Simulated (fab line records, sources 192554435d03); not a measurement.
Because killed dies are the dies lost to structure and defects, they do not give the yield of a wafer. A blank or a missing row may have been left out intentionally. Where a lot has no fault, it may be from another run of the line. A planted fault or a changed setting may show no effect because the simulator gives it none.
What tool caused it? | flow n5_finfet | 24 lots, 72 wafers sampled, at 1 step of a route of 1938

== WHAT THE GAUGES READ, wafer by wafer ==
N5_BEOL_M5_CD_MEAS_28: target cd 30.6 nm, target cd y 20 nm. Usual: 30.74 nm for cd_nm, sd 0.26.
lot  | measured     | on        | cd_nm (nm)        | flag
L074 | day 8 00:50  | cd_sem-01 | 30.88 30.72 30.75 |
L075 | day 8 18:27  | cd_sem-01 | 31.09 30.95 30.49 |
L077 | day 9 01:52  | cd_sem-02 | 30.85 30.43 30.22 |
L076 | day 9 01:55  | cd_sem-01 | 31.12 31.03 30.68 |
L078 | day 9 01:58  | cd_sem-02 | 30.27 30.46 30.71 |
L079 | day 9 10:14  | cd_sem-03 | 30.26 30.46 30.62 |
L081 | day 9 13:02  | cd_sem-03 | 30.79 31.01 31.07 |
L080 | day 10 02:55 | cd_sem-03 | 30.69 30.88 30.35 |
L082 | day 10 03:01 | cd_sem-03 | 30.29 30.93 30.45 |
L083 | day 10 08:29 | cd_sem-01 | 31.02 31.02 30.22 |
L085 | day 11 00:56 | cd_sem-02 | 31.01 30.41 30.82 |
L084 | day 11 01:07 | cd_sem-01 | 30.69 30.32 30.56 |
L088 | day 11 06:22 | cd_sem-03 | 30.71 30.54 30.60 |
L086 | day 11 06:48 | cd_sem-02 | 30.90 30.22 30.40 |
L087 | day 11 23:34 | cd_sem-01 | 30.70 30.62 30.90 |
L089 | day 12 05:03 | cd_sem-01 | 30.60 30.49 30.38 |
L090 | day 12 10:32 | cd_sem-01 | 30.23 30.75 30.47 |
L092 | day 12 16:05 | cd_sem-02 | 30.83 30.28 30.72 |
L091 | day 12 16:08 | cd_sem-03 | 30.50 30.67 30.82 |
L093 | day 12 16:19 | cd_sem-01 | 30.93 30.98 30.77 |
L094 | day 13 08:47 | cd_sem-01 | 30.67 30.81 30.75 |
L095 | day 13 15:31 | cd_sem-03 | 30.74 30.82 30.73 |
L097 | day 13 18:31 | cd_sem-02 | 31.08 31.24 30.78 |
L096 | day 13 18:34 | cd_sem-02 | 30.51 30.87 30.68 |

== EACH LOT AND THE TOOL THAT RAN IT (in order: tool; ch and the chambers of the sampled wafers; start) ==
Before these readings, the record contains no process step.

== AS READ BY THE TOOLS THEMSELVES (means over the sampled wafers that have a number; for cases with no such wafer, the mark the record gives instead) ==
The record holds no such reading with a usual standard deviation.

== THE ANSWER, worked out from the rows above alone ==
Rule: take the mean of a lot's wafers that have a number; if it is more than 3 standard deviations from the usual mean, the lot is off. A lot without any number at a reading at which 4 lots or more have one is off too. All remaining lots with rows at the step are treated as sound. After the gauges, taken in route order, come the tools' own readings; for these a lot's mean is taken, as printed above. The first step at which some lot is off is used, and at that step the reading that is off furthest; a lot without a number counts as furthest.
No lot is off on any of the readings shown, so nothing can be concluded from this.

== WHAT THE SIMULATOR HAD PUT IN ==
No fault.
